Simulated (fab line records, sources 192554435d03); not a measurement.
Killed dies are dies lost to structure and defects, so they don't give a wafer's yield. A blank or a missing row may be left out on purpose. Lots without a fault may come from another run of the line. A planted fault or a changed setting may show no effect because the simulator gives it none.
fab line records | flow n5_finfet | part 1 of 2: steps 1 to 22 of 28
record lots=5 wafers=15 last_day=17
route steps=1938 shown BEOL_M4@1040
lots that met no fault: from a run of the same line without faults
start_h: hours from the record's first day to the start of the lot's first wafer shown | wait_h: hours since the lot's step before | " the same as in the row above | L1.1+2: a row that stands for several wafers | - no value, or no start given | * or withheld: withheld | < > ~ a bound
route shown NAME@n: a module of which the file shows steps, and the number in the route of the first | usual: mean/standard deviation of fault-free wafers | same: alike in all rows | chamber/n: place in a boat | sites: the reading at each site | _std_site: their standard deviation | _edge_site: outer sites' mean less inner sites' | radius_mm: how far each site lies from the wafer's centre | mask NAME#n: copy n | behind: the tool/chamber that last shaped the wafer | hold: why the lot was held/for how many hours/how that ended | device: the transistor (n, p or np) that didn't switch | end of line: the same wafers' tests at the end of the route | a step without rows: its recipe alone | killed: dies lost to structure and defects at the first sort, not the wafer's yield | map: a wafer's dies, x killed, . not, _ none there
set.NAME: the setting as run; set.NAME@STEP: as run at that earlier step | model.NAME: the simulator's own value behind a step, which no gauge read
lots at some steps of the route; a table a step, a row a wafer
services: from which hour (start_h, from the record's first day; less than 0 if before it) a tool's chamber was out of use, for how many hours, and why
## steps
# step N5_BEOL_M4_ETCH_64
# recipe chemistry=N2/H2 target=SOC target_depth_a=750 overetch_a=225 mask_material=SiARC temp_c=40 time_s=121.9 ion_energy_ev=200 pressure_mtorr=30 source_w=840 bias_w=150 n2_flow_sccm=200 h2_flow_sccm=200
# usual chamber_pressure_mTorr=29.997/0.027 drypump_motor_current_A=5.6/0.34 oes_product_au=0.62/0.061 rf_vpp_V=524.3/3 showerhead_plenum_p_Torr=2.56/0.1 throttle_valve_pct=17.80/0.26
# columns lot.wafer tool chamber start_h wait_h chamber_pressure_mTorr drypump_motor_current_A oes_product_au rf_hours_counter_h rf_vpp_V showerhead_plenum_p_Torr throttle_valve_pct
L082.1 rie_diel-03 1 223.61 0.0 29.982 6.0 0.67 49 527.6 2.69 17.93
L082.3 " 2 " " 29.969 5.5 0.52 243 524.8 2.62 18.32
L082.6 " 2 " " 30.014 5.5 0.51 - 526.4 2.62 18.32
L078.2 rie_diel-01 1 238.33 0.0 29.989 6.0 0.57 156 520.2 2.44 17.85
L078.5 " 1 " " 29.980 6.0 0.57 - 520.8 2.44 17.83
L078.6 " 2 " " 30.043 5.9 0.55 - 523.2 2.51 18.07
L083.4 rie_diel-05 1 243.77 0.1 29.948 5.8 0.68 - 522.2 2.49 17.57
L083.5 " 3 " " 30.038 5.6 0.66 - 527.6 2.69 17.58
L083.6 " 2 " " 30.003 4.9 0.67 - 526.1 2.58 17.43
L087.2 rie_diel-03 3 257.63 0.0 30.024 5.8 0.52 249 519.1 2.41 18.11
L087.5 " 2 " " 29.991 5.5 0.51 - 525.3 2.62 18.32
L087.6 " 3 " " 29.975 5.8 0.52 - 519.0 2.41 18.10
L088.1 rie_diel-01 3 275.95 0.0 29.988 5.5 0.60 111 522.7 2.45 17.84
L088.2 " 0 " " 29.994 5.7 0.57 177 520.9 2.43 17.84
L088.4 " 2 " " 30.046 5.9 0.54 223 522.5 2.51 18.13
# step N5_BEOL_M4_STRIP_65
# recipe chemistry=N2/H2 temp_c=40 n2_flow_sccm=200 h2_flow_sccm=200 rf_frequency_hz=6e+07
# columns lot.wafer tool chamber start_h wait_h
L082.1+3+6 rie_diel-03 1,2,2 223.72 0.1
L078.2+5+6 rie_diel-01 1,1,2 238.44 0.1
L083.4+5+6 rie_diel-05 1,3,2 243.84 0.0
L087.2+5+6 rie_diel-03 3,2,3 257.74 0.1
L088.1+2+4 rie_diel-01 3,0,2 276.06 0.1
# step N5_BEOL_M4_STRIP_75
# recipe chemistry=N2/H2 temp_c=40 n2_flow_sccm=200 h2_flow_sccm=200 rf_frequency_hz=6e+07
# columns lot.wafer tool chamber start_h wait_h
L082.1+3+6 rie_diel-03 1,2,2 223.73 0.0
L078.2+5+6 rie_diel-01 1,1,2 238.45 0.0
L083.4+5+6 rie_diel-05 1,3,2 243.85 0.0
L087.2+5+6 rie_diel-03 3,2,3 257.75 0.0
L088.1+2+4 rie_diel-01 3,0,2 276.07 0.0
# step N5_BEOL_M4_STRIP_66
# recipe chemistry=CF4 resist=SiARC power_w=300 bias_power_w=75 pressure_mtorr=50 cf4_flow_sccm=150 rf_frequency_hz=6e+07
# usual chamber_pressure_mTorr=50.00/0.048 drypump_motor_current_A=5.6/0.33 oes_product_au=0.80/0.079 rf_vpp_V=271.4/1.7 showerhead_plenum_p_Torr=1.81/0.068 throttle_valve_pct=13.55/0.28
# columns lot.wafer tool chamber start_h wait_h chamber_pressure_mTorr drypump_motor_current_A oes_product_au rf_hours_counter_h rf_vpp_V showerhead_plenum_p_Torr throttle_valve_pct
L082.1 rie_diel-03 1 223.74 0.0 49.99 6.0 0.87 49 273.1 1.90 13.57
L082.3 " 2 " " 50.03 5.5 0.67 243 273.2 1.84 14.14
L082.6 " 2 " " 50.02 5.5 0.67 - 272.0 1.84 14.13
L078.2 rie_diel-01 1 238.46 0.0 49.96 5.9 0.74 156 268.8 1.72 13.65
L078.5 " 1 " " 50.07 5.9 0.75 - 269.4 1.73 13.65
L078.6 " 2 " " 49.99 5.9 0.71 - 270.0 1.79 13.90
L083.4 rie_diel-05 1 243.86 0.0 49.96 5.8 0.88 - 271.0 1.75 13.28
L083.5 " 3 " " 50.06 5.5 0.85 - 273.5 1.90 13.41
L083.6 " 2 " " 50.05 4.9 0.86 - 271.4 1.82 13.17
L087.2 rie_diel-03 3 257.76 0.0 50.01 5.8 0.68 249 270.9 1.71 13.89
L087.5 " 2 " " 49.97 5.5 0.67 - 270.5 1.84 14.14
L087.6 " 3 " " 49.99 5.7 0.68 - 268.7 1.71 13.90
L088.1 rie_diel-01 3 276.08 0.0 50.02 5.4 0.78 111 268.8 1.73 13.66
L088.2 " 0 " " 50.00 5.6 0.74 177 270.4 1.72 13.69
L088.4 " 2 " " 49.97 5.9 0.70 223 269.9 1.78 13.93
# step N5_BEOL_M4_HM_OPEN_17
# recipe chemistry=Cl2/BCl3 target_depth_a=200 overetch_a=60 target=TiN mask_material=SOC ion_energy_ev=150 pressure_mtorr=10 icp_w=1000 bias_w=126 Cl2_flow_sccm=53.25 bcl3_flow_sccm=21.75 Ar_flow_sccm=25
# usual chamber_pressure_mTorr=10.000/0.0087 drypump_motor_current_A=5.88/0.21 oes_product_au=0.66/0.082 throttle_valve_pct=22.17/0.12
# columns lot.wafer tool chamber start_h wait_h chamber_pressure_mTorr drypump_motor_current_A oes_product_au rf_hours_counter_h throttle_valve_pct
L082.1 rie_metal-02 1 223.78 0.0 10.010 5.51 0.70 21 22.13
L082.3 " 1 " " 9.989 5.52 0.71 - 22.13
L082.6 " 0 " " 10.010 6.00 0.75 - 22.16
L078.2 rie_metal-02 1 238.50 0.0 10.002 5.50 0.70 22 22.12
L078.5 " 1 " " 10.003 5.53 0.70 - 22.14
L078.6 " 0 " " 9.987 5.99 0.73 - 22.16
L083.4 rie_metal-02 1 243.92 0.1 10.001 5.52 0.70 - 22.12
L083.5 " 1 " " 10.002 5.52 0.71 - 22.13
L083.6 " 0 " " 9.994 6.00 0.74 - 22.16
L087.2 rie_metal-02 0 257.80 0.0 9.987 5.95 0.73 20 22.16
L087.5 " 1 " " 9.994 5.51 0.69 - 22.14
L087.6 " 0 " " 9.988 5.97 0.72 - 22.18
L088.1 rie_metal-01 1 276.12 0.0 10.002 5.86 0.54 117 22.23
L088.2 " 1 " " 9.996 5.85 0.54 - 22.24
L088.4 " 1 " " 9.982 5.88 0.55 - 22.24
# step N5_BEOL_M4_STRIP_19
# recipe chemistry=O2 power_w=400 temp_c=40 pressure_mtorr=30 rf_frequency_hz=6e+07 bias_power_w=0 overash_fraction=0.2 o2_flow_sccm=225
# usual chamber_pressure_mTorr=29.999/0.025 drypump_motor_current_A=5.62/0.29 oes_product_au=0.80/0.085 rf_vpp_V=3.7/0.52 showerhead_plenum_p_Torr=2.10/0.09 throttle_valve_pct=16.69/0.25
# columns lot.wafer tool chamber start_h wait_h chamber_pressure_mTorr drypump_motor_current_A oes_product_au rf_hours_counter_h rf_vpp_V showerhead_plenum_p_Torr throttle_valve_pct
L082.1 rie_diel-03 0 223.89 0.1 29.991 5.28 0.90 31 4.5 2.22 16.38
L082.3 " 1 " " 30.028 6.03 0.89 49 4.5 2.23 16.70
L082.6 " 2 " " 30.035 5.50 0.68 - 3.9 2.15 17.18
L078.2 rie_diel-01 2 238.63 0.1 29.963 5.94 0.71 208 3.4 2.08 16.94
L078.5 " 1 " " 29.997 5.95 0.75 - 3.9 2.00 16.72
L078.6 " 0 " " 30.003 5.67 0.76 - 3.8 2.00 16.72
L083.4 rie_diel-05 2 244.00 0.1 30.029 4.91 0.86 53 4.3 2.13 16.25
L083.5 " 1 " " 30.039 5.77 0.89 - 2.5 2.04 16.37
L083.6 " 2 " " 29.997 4.92 0.86 - 3.9 2.13 16.26
L087.2 rie_diel-05 1 257.98 0.2 29.970 5.80 0.89 31 3.6 2.04 16.38
L087.5 " 0 " " 30.045 5.57 0.73 - 4.2 2.08 16.79
L087.6 " 1 " " 30.005 5.82 0.90 - 4.2 2.04 16.39
L088.1 rie_diel-03 1 276.32 0.2 29.991 6.03 0.85 69 4.1 2.22 16.75
L088.2 " 2 " " 30.013 5.47 0.67 255 3.8 2.15 17.18
L088.4 " 1 " " 30.013 6.04 0.85 - 3.3 2.22 16.74
# step N5_BEOL_M4_CD_MEAS_18
# recipe pitch_nm=36 target_cd_nm=18
# usual cd_nm=17.92/0.27
# columns lot.wafer tool chamber start_h wait_h cd_nm
L082.1 cd_sem-01 - 223.96 0.0 18.28
L082.3 " - " " 17.76
L082.6 " - " " 18.02
L078.2 cd_sem-03 - 238.70 0.1 18.05
L078.5 " - " " 18.12
L078.6 " - " " 18.10
L083.4 cd_sem-02 - 244.08 0.1 17.67
L083.5 " - " " 18.26
L083.6 " - " " 17.84
L087.2 cd_sem-01 - 258.05 0.1 17.85
L087.5 " - " " 18.27
L087.6 " - " " 18.13
L088.1 cd_sem-03 - 276.39 0.0 17.99
L088.2 " - " " 17.48
L088.4 " - " " 18.15
# step N5_BEOL_M4_COAT_67
# recipe resist=SOC temp_c=250 time_s=60 spin_rpm=1500 resist_thk_nm=60
# columns lot.wafer tool chamber start_h wait_h
L082.1+3+6 litho_track-02 0 224.00 0.0
L078.2+5+6 litho_track-01 0 238.73 0.0
L083.4+5+6 litho_track-02 0 244.11 0.0
L087.2+5+6 litho_track-02 0 258.09 0.0
L088.1+2+4 litho_track-03 0 276.43 0.0
# step N5_BEOL_M4_COAT_68
# recipe resist=SiARC temp_c=220 time_s=60 spin_rpm=1500 resist_thk_nm=12
# columns lot.wafer tool chamber start_h wait_h
L082.1+3+6 litho_track-02 0 - -
L078.2+5+6 litho_track-01 0 - -
L083.4+5+6 litho_track-02 0 - -
L087.2+5+6 litho_track-02 0 - -
L088.1+2+4 litho_track-03 0 - -
# step N5_BEOL_M4_COAT_76
# recipe resist=underlayer temp_c=205 time_s=60 spin_rpm=1500 resist_thk_nm=5
# columns lot.wafer tool chamber start_h wait_h
L082.1+3+6 litho_track-02 0 - -
L078.2+5+6 litho_track-01 0 - -
L083.4+5+6 litho_track-02 0 - -
L087.2+5+6 litho_track-02 0 - -
L088.1+2+4 litho_track-03 0 - -
# step N5_BEOL_M4_COAT_22
# recipe resist=CAR-EUV spin_rpm=1500 resist_thk_nm=30
# columns lot.wafer tool chamber start_h wait_h
L082.1+3+6 litho_track-02 0 - -
L078.2+5+6 litho_track-01 0 - -
L083.4+5+6 litho_track-02 0 - -
L087.2+5+6 litho_track-02 0 - -
L088.1+2+4 litho_track-03 0 - -
# step N5_BEOL_M4_EBR_24
# recipe solvent=PGMEA ebr_width_mm=1.5
# same ebr_width_mm=1.5
# columns lot.wafer tool chamber start_h wait_h
L082.1+3+6 litho_track-02 0 - -
L078.2+5+6 litho_track-01 0 - -
L083.4+5+6 litho_track-02 0 - -
L087.2+5+6 litho_track-02 0 - -
L088.1+2+4 litho_track-03 0 - -
# step N5_BEOL_M4_SOFTBAKE_23
# recipe temp_c=110 time_s=60 resist=CAR-EUV
# columns lot.wafer tool chamber start_h wait_h
L082.1+3+6 litho_track-02 0 - -
L078.2+5+6 litho_track-01 0 - -
L083.4+5+6 litho_track-02 0 - -
L087.2+5+6 litho_track-02 0 - -
L088.1+2+4 litho_track-03 0 - -
# step N5_BEOL_M4_EXPOSE_25
# recipe mask_id=V3 na=0.33 source_shape=quasar sigma_inner=0.2 sigma_outer=0.8 polarization=unpolarized defocus_nm=5 dose_mj=63
# columns lot.wafer tool chamber start_h wait_h mask
L082.1+3+6 euv_scanner-01 0 224.26 - V3#0
L078.2+5+6 euv_scanner-01 0 238.88 - V3#0
L083.4+5+6 euv_scanner-02 0 244.43 - V3#0
L087.2+5+6 euv_scanner-02 0 258.23 - V3#0
L088.1+2+4 euv_scanner-01 0 276.69 - V3#0
# step N5_BEOL_M4_PEB_26
# recipe peb_temp_c=100 peb_time_s=60 resist=CAR-EUV
# columns lot.wafer tool chamber start_h wait_h
L082.1+3+6 litho_track-03 0 224.34 0.1
L078.2+5+6 litho_track-03 0 238.95 0.1
L083.4+5+6 litho_track-03 0 244.48 0.0
L087.2+5+6 litho_track-03 0 258.30 0.1
L088.1+2+4 litho_track-03 0 276.77 0.1
# step N5_BEOL_M4_DEVELOP_27
# recipe develop_time_s=30 developer=TMAH resist=CAR-EUV rinse_liquid=surfactant_rinse dry=air_spin dev_temp_c=23
# columns lot.wafer tool chamber start_h wait_h
L082.1+3+6 litho_track-03 0 - -
L078.2+5+6 litho_track-03 0 - -
L083.4+5+6 litho_track-03 0 - -
L087.2+5+6 litho_track-03 0 - -
L088.1+2+4 litho_track-03 0 - -
# step N5_BEOL_M4_CD_MEAS_28
# recipe target_cd_nm=26.2 landing_energy_ev=500 detector=se_inlens target_cd_y_nm=24.1 polarity=opening
# usual cd_nm=26.09/0.22
# columns lot.wafer tool chamber start_h wait_h cd_nm
L082.1 cd_sem-01 0 224.40 - 26.05
L082.3 " 0 " " 26.07
L082.6 " 0 " " 25.92
L078.2 cd_sem-03 0 239.02 - 26.25
L078.5 " 0 " " 26.13
L078.6 " 0 " " 25.92
L083.4 cd_sem-01 0 244.55 - 26.18
L083.5 " 0 " " 26.30
L083.6 " 0 " " 26.16
L087.2 cd_sem-01 0 258.37 - 25.89
L087.5 " 0 " " 25.96
L087.6 " 0 " " 26.45
L088.1 cd_sem-03 0 276.84 - 26.08
L088.2 " 0 " " 25.86
L088.4 " 0 " " 25.84
# step N5_BEOL_M4_OVL_MEAS_29
# recipe points_per_wafer=522
# usual V3_OVL=0.3/0.74
# columns lot.wafer tool chamber start_h wait_h V3_OVL[nm]
L082.1 overlay-02 0 224.43 0.0 0.3
L082.3 " 0 " " -0.2
L082.6 " 0 " " -0.1
L078.2 overlay-02 0 239.05 0.0 1.3
L078.5 " 0 " " 1.1
L078.6 " 0 " " 1.0
L083.4 overlay-02 0 244.60 0.0 -0.1
L083.5 " 0 " " 0.1
L083.6 " 0 " " -0.1
L087.2 overlay-01 0 258.41 0.0 0.6
L087.5 " 0 " " 1.1
L087.6 " 0 " " 0.2
L088.1 overlay-02 0 276.87 0.0 -0.1
L088.2 " 0 " " 1.0
L088.4 " 0 " " 0.2
# step N5_BEOL_M4_INSPECT_30
# recipe mode=adi inspect_instrument=brightfield
# usual raw_defect_count=477/140
# columns lot.wafer tool chamber start_h wait_h raw_defect_count
L082.1 defect_inspect-01 - 224.49 0.1 259
L082.3 " - " " 293
L082.6 " - " " 377
L078.2 defect_inspect-02 - 239.10 0.0 394
L078.5 " - " " 348
L078.6 " - " " 384
L083.4 defect_inspect-02 - 244.64 0.0 633
L083.5 " - " " 395
L083.6 " - " " 408
L087.2 defect_inspect-02 - 258.46 0.0 386
L087.5 " - " " 425
L087.6 " - " " 329
L088.1 defect_inspect-01 - 276.93 0.1 389
L088.2 " - " " 515
L088.4 " - " " 464
# step N5_BEOL_M4_DESCUM_33
# recipe chemistry=O2 time_s=7 source_power_w=50 bias_power_w=20 pressure_mtorr=20 rf_frequency_hz=2.712e+07 temp_c=40 resist=CAR-EUV o2_flow_sccm=225
# usual chamber_pressure_mTorr=20.000/0.018 drypump_motor_current_A=5.6/0.33 oes_product_au=0.81/0.084 rf_vpp_V=243.3/1.5 showerhead_plenum_p_Torr=2.10/0.087 throttle_valve_pct=20.37/0.23
# columns lot.wafer tool chamber start_h wait_h chamber_pressure_mTorr drypump_motor_current_A oes_product_au rf_hours_counter_h rf_vpp_V showerhead_plenum_p_Torr throttle_valve_pct
L082.1 rie_diel-03 0 224.73 0.2 20.006 5.3 0.90 31 244.8 2.22 20.18
L082.3 " 2 " " 20.011 5.5 0.67 243 243.8 2.15 20.92
L082.6 " 3 " " 19.993 5.7 0.68 - 240.8 1.98 20.59
L078.2 rie_diel-03 3 239.14 0.0 20.004 5.7 0.68 241 242.4 1.98 20.62
L078.5 " 1 " " 19.989 6.0 0.88 - 246.0 2.22 20.55
L078.6 " 3 " " 20.023 5.8 0.68 - 240.7 1.98 20.63
L083.4 rie_diel-03 1 244.73 0.1 19.992 6.0 0.87 - 246.2 2.22 20.54
L083.5 " 3 " " 19.989 5.8 0.68 - 240.8 1.98 20.62
L083.6 " 0 " " 19.996 5.3 0.89 - 245.7 2.21 20.18
L087.2 rie_diel-05 1 258.49 0.0 19.996 5.8 0.89 32 242.2 2.04 20.15
L087.5 " 2 " " 20.013 4.9 0.86 - 243.5 2.13 20.02
L087.6 " 0 " " 20.055 5.6 0.74 - 242.7 2.07 20.52
L088.1 rie_diel-05 2 277.11 0.2 19.987 4.9 0.86 65 243.1 2.12 20.03
L088.2 " 1 " " 19.994 5.8 0.88 38 242.0 2.04 20.17
L088.4 " 0 " " 20.029 5.5 0.73 198 242.1 2.07 20.54
# step N5_BEOL_M4_ETCH_77
# recipe chemistry=N2/H2 target=underlayer target_depth_a=65 mask_material=CAR-EUV time_s=5.2 ion_energy_ev=200 pressure_mtorr=30 source_w=840 bias_w=150 n2_flow_sccm=200 h2_flow_sccm=200 ends=cleared
# usual chamber_pressure_mTorr=30.00/0.045 drypump_motor_current_A=5.6/0.33 etch_rf_on_time_s=5.23/0.082 oes_product_au=0.69/0.07 rf_vpp_V=524/3.1 showerhead_plenum_p_Torr=2.56/0.1 throttle_valve_pct=17.84/0.25
# columns lot.wafer tool chamber start_h wait_h chamber_pressure_mTorr drypump_motor_current_A etch_rf_on_time_s oes_product_au rf_hours_counter_h rf_vpp_V showerhead_plenum_p_Torr throttle_valve_pct
L082.1 rie_diel-03 0 224.77 0.0 29.99 5.3 5.18 0.77 31 530 2.70 17.66
L082.3 " 2 " " 30.00 5.5 5.18 0.57 243 524 2.62 18.36
L082.6 " 3 " " 30.04 5.8 5.33 0.58 - 521 2.41 18.14
L078.2 rie_diel-03 3 239.17 0.0 30.00 5.8 5.41 0.57 241 519 2.41 18.13
L078.5 " 1 " " 29.94 6.0 5.26 0.74 - 528 2.69 17.98
L078.6 " 3 " " 30.03 5.8 5.40 0.58 - 520 2.41 18.17
L083.4 rie_diel-03 1 244.76 0.0 29.96 6.1 5.23 0.74 - 529 2.69 17.97
L083.5 " 3 " " 30.00 5.8 5.37 0.57 - 519 2.41 18.14
L083.6 " 0 " " 29.97 5.3 5.23 0.75 - 529 2.70 17.66
L087.2 rie_diel-05 1 258.53 0.0 29.99 5.8 5.18 0.76 32 523 2.49 17.61
L087.5 " 2 " " 30.02 4.9 5.15 0.74 - 526 2.58 17.50
L087.6 " 0 " " 29.97 5.6 5.23 0.62 - 523 2.53 18.18
L088.1 rie_diel-05 2 277.15 0.0 29.92 4.9 5.26 0.74 65 526 2.58 17.49
L088.2 " 1 " " 30.05 5.8 5.22 0.75 38 523 2.49 17.63
L088.4 " 0 " " 29.97 5.7 5.29 0.61 198 522 2.53 18.18
# step N5_BEOL_M4_ETCH_69
# recipe chemistry=CF4 target=SiARC target_depth_a=156 mask_material=CAR-EUV time_s=26 ion_energy_ev=80 pressure_mtorr=40 source_w=545 bias_w=36 Ar_flow_sccm=100 cf4_flow_sccm=100 ends=cleared
# usual chamber_pressure_mTorr=40.00/0.036 drypump_motor_current_A=5.6/0.33 etch_rf_on_time_s=26.1/0.38 oes_product_au=0.69/0.07 rf_vpp_V=184.1/1.3 showerhead_plenum_p_Torr=2.16/0.086 throttle_valve_pct=15.57/0.25
# columns lot.wafer tool chamber start_h wait_h chamber_pressure_mTorr drypump_motor_current_A etch_rf_on_time_s oes_product_au rf_hours_counter_h rf_vpp_V showerhead_plenum_p_Torr throttle_valve_pct
L082.1 rie_diel-03 0 224.79 0.0 40.02 5.3 26.1 0.76 31 184.3 2.27 15.38
L082.3 " 2 " " 40.01 5.5 26.3 0.58 243 182.8 2.20 16.16
L082.6 " 3 " " 40.01 5.7 26.6 0.58 - 182.1 2.04 15.86
L078.2 rie_diel-03 3 239.19 0.0 39.98 5.8 26.8 0.58 241 181.7 2.03 15.88
L078.5 " 1 " " 40.02 6.0 26.4 0.73 - 188.1 2.27 15.63
L078.6 " 3 " " 39.96 5.8 26.8 0.57 - 183.5 2.03 15.86
L083.4 rie_diel-03 1 244.80 0.0 40.01 6.0 26.5 0.74 - 184.6 2.27 15.63
L083.5 " 3 " " 39.94 5.7 26.7 0.59 - 183.5 2.03 15.88
L083.6 " 0 " " 40.07 5.3 25.8 0.76 - 186.8 2.27 15.38
L087.2 rie_diel-05 1 258.54 0.0 40.01 5.7 25.9 0.75 32 183.8 2.09 15.35
L087.5 " 2 " " 39.96 4.9 26.1 0.74 - 184.0 2.17 15.18
L087.6 " 0 " " 40.00 5.6 26.2 0.62 - 184.2 2.13 15.75
L088.1 rie_diel-05 2 277.17 0.0 39.98 4.9 25.8 0.74 65 183.1 2.17 15.18
L088.2 " 1 " " 40.04 5.7 25.8 0.76 38 183.3 2.09 15.36
L088.4 " 0 " " 39.95 5.6 26.2 0.62 198 184.1 2.13 15.76
